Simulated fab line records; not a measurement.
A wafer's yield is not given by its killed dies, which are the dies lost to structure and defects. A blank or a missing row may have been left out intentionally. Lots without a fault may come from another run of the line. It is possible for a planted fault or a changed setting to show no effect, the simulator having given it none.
Split-lot trial :: flow n5Finfet :: on a route of 1938 steps: 7 lots, 21 wafers read

## THE SPLIT
At N5_WELL_APT_COAT_02 (resist thk 950 nm), the setting spinRpm was moved away from the recipe's 1357 rpm on 8 of the 21 wafers read, by -10.4% to +9.1%. This setting was run at the recipe's value on the other wafers.

The reading is taken at the split's own step.

## THE READING
coat_of_WELL_APT_COAT_02.thkNm (the simulator's own value, which no gauge read), in nm, at N5_WELL_APT_COAT_02 (resist thk 950 nm). There is no usual value for it anywhere in the file. The 13 wafers here that ran the recipe average 950.9 nm, standard deviation 1.9 nm.

wafer: L082.1
tool, chamber at the split: lithoTrack-01, 0
spinRpm as run, rpm: 1357
against the recipe: recipe
coat_of_WELL_APT_COAT_02.thkNm, nm: 950.3
against lot-mates on the recipe: -

wafer: L082.2
tool, chamber at the split: lithoTrack-01, 0
spinRpm as run, rpm: 1309
against the recipe: -3.5%
coat_of_WELL_APT_COAT_02.thkNm, nm: 969.9
against lot-mates on the recipe: +19.6

wafer: L082.6
tool, chamber at the split: lithoTrack-01, 0
spinRpm as run, rpm: 1309
against the recipe: -3.5%
coat_of_WELL_APT_COAT_02.thkNm, nm: 970.9
against lot-mates on the recipe: +20.6

wafer: L083.1
tool, chamber at the split: lithoTrack-01, 0
spinRpm as run, rpm: 1357
against the recipe: recipe
coat_of_WELL_APT_COAT_02.thkNm, nm: 953.1
against lot-mates on the recipe: -

wafer: L083.4
tool, chamber at the split: lithoTrack-01, 0
spinRpm as run, rpm: 1357
against the recipe: recipe
coat_of_WELL_APT_COAT_02.thkNm, nm: 953.6
against lot-mates on the recipe: -

wafer: L083.6
tool, chamber at the split: lithoTrack-01, 0
spinRpm as run, rpm: 1216
against the recipe: -10.4%
coat_of_WELL_APT_COAT_02.thkNm, nm: 1005
against lot-mates on the recipe: +51.6

wafer: L087.1
tool, chamber at the split: lithoTrack-01, 0
spinRpm as run, rpm: 1481
against the recipe: +9.1%
coat_of_WELL_APT_COAT_02.thkNm, nm: 912.1
against lot-mates on the recipe: -39.2

wafer: L087.4
tool, chamber at the split: lithoTrack-01, 0
spinRpm as run, rpm: 1357
against the recipe: recipe
coat_of_WELL_APT_COAT_02.thkNm, nm: 951.8
against lot-mates on the recipe: -

wafer: L087.6
tool, chamber at the split: lithoTrack-01, 0
spinRpm as run, rpm: 1357
against the recipe: recipe
coat_of_WELL_APT_COAT_02.thkNm, nm: 950.8
against lot-mates on the recipe: -

wafer: L090.2
tool, chamber at the split: lithoTrack-02, 0
spinRpm as run, rpm: 1357
against the recipe: recipe
coat_of_WELL_APT_COAT_02.thkNm, nm: 952
against lot-mates on the recipe: -

wafer: L090.3
tool, chamber at the split: lithoTrack-02, 0
spinRpm as run, rpm: 1357
against the recipe: recipe
coat_of_WELL_APT_COAT_02.thkNm, nm: 950.1
against lot-mates on the recipe: -

wafer: L090.5
tool, chamber at the split: lithoTrack-02, 0
spinRpm as run, rpm: 1357
against the recipe: recipe
coat_of_WELL_APT_COAT_02.thkNm, nm: 950.4
against lot-mates on the recipe: -

wafer: L092.1
tool, chamber at the split: lithoTrack-02, 0
spinRpm as run, rpm: 1357
against the recipe: recipe
coat_of_WELL_APT_COAT_02.thkNm, nm: 947.7
against lot-mates on the recipe: -

wafer: L092.3
tool, chamber at the split: lithoTrack-02, 0
spinRpm as run, rpm: 1399
against the recipe: +3.1%
coat_of_WELL_APT_COAT_02.thkNm, nm: 936.7
against lot-mates on the recipe: -11.9

wafer: L092.5
tool, chamber at the split: lithoTrack-02, 0
spinRpm as run, rpm: 1357
against the recipe: recipe
coat_of_WELL_APT_COAT_02.thkNm, nm: 949.5
against lot-mates on the recipe: -

wafer: L093.3
tool, chamber at the split: lithoTrack-04, 0
spinRpm as run, rpm: 1435
against the recipe: +5.7%
coat_of_WELL_APT_COAT_02.thkNm, nm: 925.3
against lot-mates on the recipe: -28.8

wafer: L093.4
tool, chamber at the split: lithoTrack-04, 0
spinRpm as run, rpm: 1435
against the recipe: +5.7%
coat_of_WELL_APT_COAT_02.thkNm, nm: 923.8
against lot-mates on the recipe: -30.3

wafer: L093.6
tool, chamber at the split: lithoTrack-04, 0
spinRpm as run, rpm: 1357
against the recipe: recipe
coat_of_WELL_APT_COAT_02.thkNm, nm: 954.1
against lot-mates on the recipe: -

wafer: L094.1
tool, chamber at the split: lithoTrack-01, 0
spinRpm as run, rpm: 1357
against the recipe: recipe
coat_of_WELL_APT_COAT_02.thkNm, nm: 948.2
against lot-mates on the recipe: -

wafer: L094.5
tool, chamber at the split: lithoTrack-01, 0
spinRpm as run, rpm: 1357
against the recipe: recipe
coat_of_WELL_APT_COAT_02.thkNm, nm: 950.6
against lot-mates on the recipe: -

wafer: L094.6
tool, chamber at the split: lithoTrack-01, 0
spinRpm as run, rpm: 1274
against the recipe: -6.1%
coat_of_WELL_APT_COAT_02.thkNm, nm: 978.3
against lot-mates on the recipe: +28.9

THE FIT
A straight line over all 21 wafers: coat_of_WELL_APT_COAT_02.thkNm changes by -4.76 nm for each +1% of spinRpm; r = -0.99; the points scatter about the line by 2.3 nm.
The same after taking each lot's own level away (the mean of its wafers on the recipe; 21 wafers): -4.83 nm for each +1%; r = -1.00; scatter 1.8 nm.
According to that fit, moving spinRpm by its largest amount changes the reading by 50 nm.
The span of the lots' own levels, 948.60 to 954.10 nm, comes to 2.9 times the standard deviation stated above.
The two slopes agree, so the slope changes little with the lot-to-lot level.
Check: with one of the wafers moved furthest among these (-10.4%) left out of the fit, the line predicts +50.1 nm for it against its lot-mates. Against them it came out at +51.6 nm.

## OTHER SPLITS ON THESE WAFERS
Before the reading, these wafers also passed through other splits. Each is held against what the fit with the lots' levels taken away leaves over:
other split on the same wafers: N5_ZERO_LAYER_EXPOSE_08 doseMj
wafers away from the commonest value: 10
r with coat_of_WELL_APT_COAT_02.thkNm (lot level and that fit taken away): +0.34

other split on the same wafers: N5_ZERO_LAYER_DEVELOP_10 developTimeS
wafers away from the commonest value: 8
r with coat_of_WELL_APT_COAT_02.thkNm (lot level and that fit taken away): +0.02

## FILE'S OWN FIT
coat_of_WELL_APT_COAT_02.thkNm changes by -4.76 nm for each +1% of spinRpm, r = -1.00.
